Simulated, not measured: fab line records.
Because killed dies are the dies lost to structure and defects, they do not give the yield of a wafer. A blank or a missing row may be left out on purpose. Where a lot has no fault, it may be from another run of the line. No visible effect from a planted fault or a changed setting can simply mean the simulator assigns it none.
Split-lot experiment :: flow n5 finfet :: 39 wafers read across 7 lots, on a route 1938 steps long

SPLIT DETAILS
At N5_BEOL_M1_DEP_57 (deposits SiCN from 3MS/NH3, target thk 8 nm, time 14 s), the setting target thk a was moved away from the recipe's 80 angstrom on 15 of the 39 wafers read, by -55.6% to +59.6%. The other wafers ran this setting at the recipe's value.

The reading is taken at the split's own step.

THE READING
SiCN_of_BEOL_M1_DEP_57.thk nm (the simulator's own value, which no gauge read), in nm, at N5_BEOL_M1_DEP_57 (deposits SiCN from 3MS/NH3, target thk 8 nm, time 14 s). No usual value for it is given in the file. Average 8.1 nm, standard deviation 0.17 nm, over the 24 wafers here run with the recipe.

wafer: L074.1
tool, chamber at the split: pecvd-04, 1
target thk a as run, angstrom: 80
against the recipe: recipe
SiCN_of_BEOL_M1_DEP_57.thk nm, nm: 7.8
against lot-mates on the recipe: -

wafer: L074.2
tool, chamber at the split: pecvd-04, 2,0,2
target thk a as run, angstrom: 35.5
against the recipe: -55.6%
SiCN_of_BEOL_M1_DEP_57.thk nm, nm: 3.4
against lot-mates on the recipe: -4.5

wafer: L074.3
tool, chamber at the split: pecvd-04, 2,0,2
target thk a as run, angstrom: 35.5
against the recipe: -55.6%
SiCN_of_BEOL_M1_DEP_57.thk nm, nm: 3.4
against lot-mates on the recipe: -4.5

wafer: L074.6
tool, chamber at the split: pecvd-04, 2,0,2
target thk a as run, angstrom: 35.5
against the recipe: -55.6%
SiCN_of_BEOL_M1_DEP_57.thk nm, nm: 3.4
against lot-mates on the recipe: -4.5

wafer: L074.4
tool, chamber at the split: pecvd-04, 1,0
target thk a as run, angstrom: 80
against the recipe: recipe
SiCN_of_BEOL_M1_DEP_57.thk nm, nm: 8
against lot-mates on the recipe: -

wafer: L074.5
tool, chamber at the split: pecvd-04, 1,0
target thk a as run, angstrom: 80
against the recipe: recipe
SiCN_of_BEOL_M1_DEP_57.thk nm, nm: 8
against lot-mates on the recipe: -

wafer: L079.1
tool, chamber at the split: pecvd-02, 1
target thk a as run, angstrom: 80
against the recipe: recipe
SiCN_of_BEOL_M1_DEP_57.thk nm, nm: 7.8
against lot-mates on the recipe: -

wafer: L079.2
tool, chamber at the split: pecvd-02, 2,0,2
target thk a as run, angstrom: 49.72
against the recipe: -37.9%
SiCN_of_BEOL_M1_DEP_57.thk nm, nm: 5
against lot-mates on the recipe: -3.1

wafer: L079.3
tool, chamber at the split: pecvd-02, 2,0,2
target thk a as run, angstrom: 49.72
against the recipe: -37.9%
SiCN_of_BEOL_M1_DEP_57.thk nm, nm: 5
against lot-mates on the recipe: -3.1

wafer: L079.4
tool, chamber at the split: pecvd-02, 2,0,2
target thk a as run, angstrom: 49.72
against the recipe: -37.9%
SiCN_of_BEOL_M1_DEP_57.thk nm, nm: 5
against lot-mates on the recipe: -3.1

wafer: L079.5
tool, chamber at the split: pecvd-02, 1,0
target thk a as run, angstrom: 80
against the recipe: recipe
SiCN_of_BEOL_M1_DEP_57.thk nm, nm: 8.2
against lot-mates on the recipe: -

wafer: L079.6
tool, chamber at the split: pecvd-02, 1,0
target thk a as run, angstrom: 80
against the recipe: recipe
SiCN_of_BEOL_M1_DEP_57.thk nm, nm: 8.2
against lot-mates on the recipe: -

wafer: L078.1
tool, chamber at the split: pecvd-04, 2,1,2,0
target thk a as run, angstrom: 80
against the recipe: recipe
SiCN_of_BEOL_M1_DEP_57.thk nm, nm: 8.2
against lot-mates on the recipe: -

wafer: L078.3
tool, chamber at the split: pecvd-04, 2,1,2,0
target thk a as run, angstrom: 80
against the recipe: recipe
SiCN_of_BEOL_M1_DEP_57.thk nm, nm: 8.2
against lot-mates on the recipe: -

wafer: L078.5
tool, chamber at the split: pecvd-04, 2,1,2,0
target thk a as run, angstrom: 80
against the recipe: recipe
SiCN_of_BEOL_M1_DEP_57.thk nm, nm: 8.2
against lot-mates on the recipe: -

wafer: L078.6
tool, chamber at the split: pecvd-04, 2,1,2,0
target thk a as run, angstrom: 80
against the recipe: recipe
SiCN_of_BEOL_M1_DEP_57.thk nm, nm: 8.2
against lot-mates on the recipe: -

wafer: L078.2
tool, chamber at the split: pecvd-04, 0
target thk a as run, angstrom: 80
against the recipe: recipe
SiCN_of_BEOL_M1_DEP_57.thk nm, nm: 8
against lot-mates on the recipe: -

wafer: L078.4
tool, chamber at the split: pecvd-04, 1
target thk a as run, angstrom: 80
against the recipe: recipe
SiCN_of_BEOL_M1_DEP_57.thk nm, nm: 8.4
against lot-mates on the recipe: -

wafer: L080.1
tool, chamber at the split: pecvd-04, 0
target thk a as run, angstrom: 80
against the recipe: recipe
SiCN_of_BEOL_M1_DEP_57.thk nm, nm: 8
against lot-mates on the recipe: -

wafer: L080.2
tool, chamber at the split: pecvd-04, 1,0
target thk a as run, angstrom: 80
against the recipe: recipe
SiCN_of_BEOL_M1_DEP_57.thk nm, nm: 8.2
against lot-mates on the recipe: -

wafer: L080.5
tool, chamber at the split: pecvd-04, 1,0
target thk a as run, angstrom: 80
against the recipe: recipe
SiCN_of_BEOL_M1_DEP_57.thk nm, nm: 8.2
against lot-mates on the recipe: -

wafer: L080.3
tool, chamber at the split: pecvd-04, 2
target thk a as run, angstrom: 118.9
against the recipe: +48.6%
SiCN_of_BEOL_M1_DEP_57.thk nm, nm: 11.8
against lot-mates on the recipe: +3.7

wafer: L080.4
tool, chamber at the split: pecvd-04, 1,2
target thk a as run, angstrom: 118.9
against the recipe: +48.6%
SiCN_of_BEOL_M1_DEP_57.thk nm, nm: 12
against lot-mates on the recipe: +3.9

wafer: L080.6
tool, chamber at the split: pecvd-04, 1,2
target thk a as run, angstrom: 118.9
against the recipe: +48.6%
SiCN_of_BEOL_M1_DEP_57.thk nm, nm: 12
against lot-mates on the recipe: +3.9

wafer: L083.1
tool, chamber at the split: pecvd-01, 1,0
target thk a as run, angstrom: 127.7
against the recipe: +59.6%
SiCN_of_BEOL_M1_DEP_57.thk nm, nm: 12.6
against lot-mates on the recipe: +4.7

wafer: L083.6
tool, chamber at the split: pecvd-01, 1,0
target thk a as run, angstrom: 127.7
against the recipe: +59.6%
SiCN_of_BEOL_M1_DEP_57.thk nm, nm: 12.6
against lot-mates on the recipe: +4.7

wafer: L083.2
tool, chamber at the split: pecvd-01, 0,2
target thk a as run, angstrom: 80
against the recipe: recipe
SiCN_of_BEOL_M1_DEP_57.thk nm, nm: 7.8
against lot-mates on the recipe: -

wafer: L083.5
tool, chamber at the split: pecvd-01, 0,2
target thk a as run, angstrom: 80
against the recipe: recipe
SiCN_of_BEOL_M1_DEP_57.thk nm, nm: 7.8
against lot-mates on the recipe: -

wafer: L083.3
tool, chamber at the split: pecvd-01, 2
target thk a as run, angstrom: 127.7
against the recipe: +59.6%
SiCN_of_BEOL_M1_DEP_57.thk nm, nm: 12.4
against lot-mates on the recipe: +4.5

wafer: L083.4
tool, chamber at the split: pecvd-01, 1
target thk a as run, angstrom: 80
against the recipe: recipe
SiCN_of_BEOL_M1_DEP_57.thk nm, nm: 8
against lot-mates on the recipe: -

wafer: L094.2
tool, chamber at the split: pecvd-01, 0
target thk a as run, angstrom: 80
against the recipe: recipe
SiCN_of_BEOL_M1_DEP_57.thk nm, nm: 7.8
against lot-mates on the recipe: -

wafer: L094.4
tool, chamber at the split: pecvd-01, 1,0
target thk a as run, angstrom: 80
against the recipe: recipe
SiCN_of_BEOL_M1_DEP_57.thk nm, nm: 8
against lot-mates on the recipe: -

wafer: L094.6
tool, chamber at the split: pecvd-01, 1,0
target thk a as run, angstrom: 80
against the recipe: recipe
SiCN_of_BEOL_M1_DEP_57.thk nm, nm: 8
against lot-mates on the recipe: -

wafer: L095.1
tool, chamber at the split: pecvd-02, 0
target thk a as run, angstrom: 54.59
against the recipe: -31.8%
SiCN_of_BEOL_M1_DEP_57.thk nm, nm: 5.6
against lot-mates on the recipe: -2.5

wafer: L095.4
tool, chamber at the split: pecvd-02, 0
target thk a as run, angstrom: 54.59
against the recipe: -31.8%
SiCN_of_BEOL_M1_DEP_57.thk nm, nm: 5.6
against lot-mates on the recipe: -2.5

wafer: L095.2
tool, chamber at the split: pecvd-02, 1
target thk a as run, angstrom: 80
against the recipe: recipe
SiCN_of_BEOL_M1_DEP_57.thk nm, nm: 8
against lot-mates on the recipe: -

wafer: L095.3
tool, chamber at the split: pecvd-02, 1
target thk a as run, angstrom: 54.59
against the recipe: -31.8%
SiCN_of_BEOL_M1_DEP_57.thk nm, nm: 5.8
against lot-mates on the recipe: -2.3

wafer: L095.5
tool, chamber at the split: pecvd-02, 1,0
target thk a as run, angstrom: 80
against the recipe: recipe
SiCN_of_BEOL_M1_DEP_57.thk nm, nm: 8.2
against lot-mates on the recipe: -

wafer: L095.6
tool, chamber at the split: pecvd-02, 1,0
target thk a as run, angstrom: 80
against the recipe: recipe
SiCN_of_BEOL_M1_DEP_57.thk nm, nm: 8.2
against lot-mates on the recipe: -
When a row names more than one chamber, that row covers several wafers, and the file does not tell which wafer ran in which chamber.

THE FIT
A straight line over all 39 wafers: SiCN_of_BEOL_M1_DEP_57.thk nm changes by +0.0791 nm for each +1% of target thk a; r = +1.00; the points scatter about the line by 0.18 nm.
The same after taking each lot's own level away (the mean of its wafers on the recipe; 39 wafers): +0.0794 nm for each +1%; r = +1.00; scatter 0.11 nm.
That fit puts the effect of the largest move of target thk a on the reading at 4.7 nm.
Across the lots, their own levels run from 7.87 to 8.20 nm, a range of 2.0 times the standard deviation given above.
The two slopes agree, so the slope changes little with the lot-to-lot level.
Check: +4.71 nm against its lot-mates is what the line predicts for one of the wafers moved furthest among these (+59.6%) when that wafer is left out of the fit. It came out at +4.73 nm against them.

THE OTHER SPLITS THESE WAFERS WENT THROUGH
Other splits were also applied to these wafers ahead of the reading. Each is held against what the fit with the lots' levels taken away leaves over:
other split on the same wafers: N5_ZERO_LAYER_DEVELOP_10 develop time s
wafers away from the commonest value: 15
r with SiCN_of_BEOL_M1_DEP_57.thk nm (lot level and that fit taken away): -0.23

other split on the same wafers: N5_FIN_SAQP_SPACER2_ALD_28 target thk a
wafers away from the commonest value: 15
r with SiCN_of_BEOL_M1_DEP_57.thk nm (lot level and that fit taken away): +0.06

other split on the same wafers: N5_SDB_ETCH_25 time s
wafers away from the commonest value: 12
r with SiCN_of_BEOL_M1_DEP_57.thk nm (lot level and that fit taken away): +0.12

other split on the same wafers: N5_MOL_CONTACT_COAG_SPUTTER_143 target thk a
wafers away from the commonest value: 15
r with SiCN_of_BEOL_M1_DEP_57.thk nm (lot level and that fit taken away): -0.12

FILE'S OWN FIT
SiCN_of_BEOL_M1_DEP_57.thk nm changes by +0.0794 nm for each +1% of target thk a, r = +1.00.
